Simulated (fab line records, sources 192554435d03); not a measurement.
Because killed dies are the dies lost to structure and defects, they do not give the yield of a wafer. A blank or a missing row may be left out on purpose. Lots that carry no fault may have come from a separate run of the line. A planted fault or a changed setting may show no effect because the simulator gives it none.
Chamber matching ; flow n5_finfet ; N5_GATE_CUT_CMP_02 on cmp-02: 4 sister chambers
The step polishes, stops on SiO2, t overpolish 12.7 s, target thk 0 nm. 18 wafers are shown with their chamber, then 9 later ones without.

WAFERS PAIRED WITH THEIR CHAMBERS
wafer;chamber;motor_current_A (A);time_to_endpoint_s (s);overpolish_run_s (s)
L074.4;2;9.4;29.0;12.696
L074.5;1;9.0;25.9;12.697
L074.6;0;7.1;27.7;12.704
L079.3;3;8.2;25.0;12.694
L079.4;1;9.0;26.1;12.703
L079.5;1;9.1;22.9;12.696
L081.2;2;9.3;28.5;12.696
L081.4;1;8.8;22.8;12.696
L081.5;2;8.9;30.2;12.705
L085.1;2;9.0;29.0;12.701
L085.2;3;8.0;21.0;12.693
L085.6;2;9.6;29.5;12.693
L088.2;2;8.9;31.0;12.697
L088.4;1;9.8;28.0;12.688
L088.5;1;9.4;25.4;12.704
L090.3;2;9.4;28.0;12.700
L090.4;1;9.1;25.6;12.701
L090.5;3;8.6;26.0;12.689

SIGNATURES (means of the wafers above)
reading;chamber 0;chamber 1;chamber 2;chamber 3;scatter within a chamber
motor_current_A;7.100;9.171;9.214;8.267;0.306
time_to_endpoint_s;27.700;25.243;29.314;24.000;1.7
overpolish_run_s;12.70400;12.69786;12.69829;12.69200;0.00454
Rule: for a wafer and a chamber, the distance is found by dividing, reading by reading, the gap between the wafer's reading and the chamber's mean by the reading's scatter, squaring, summing and taking the root. The wafer belongs to the nearest chamber; if the next one is less than 2 further off, it can't be placed. How the scatter is found: for the shown wafers, subtract from each reading the mean of its chamber, square and add these, divide the total by (wafers less chambers), then take the root.

WAFERS MISSING THEIR CHAMBER
wafer;motor_current_A (A);time_to_endpoint_s (s);overpolish_run_s (s)
L091.1;9.3;25.7;12.700
L091.2;8.7;23.9;12.715
L091.3;7.1;27.9;12.704
L094.1;6.9;27.6;12.682
L094.5;6.6;26.3;12.696
L094.6;9.0;23.4;12.693
L097.2;7.0;23.5;12.680
L097.4;9.5;27.1;12.693
L097.5;8.9;26.8;12.693

THE CHAMBER EACH PASSED THROUGH
wafer;from the rows above;in truth
L091.1;can't be placed: 1 or 2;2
L091.2;can't be placed: 1 or 2 or 3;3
L091.3;0;0
L094.1;can't be placed: 0 or 3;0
L094.5;0;0
L094.6;can't be placed: 1 or 3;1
L097.2;can't be placed: 3 or 0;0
L097.4;can't be placed: 1 or 2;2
L097.5;can't be placed: 1 or 2 or 3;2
2 of 9 placed correctly. Not placeable from these rows: 7 (in 7, the candidates include the true chamber). Placed wrongly: 0.
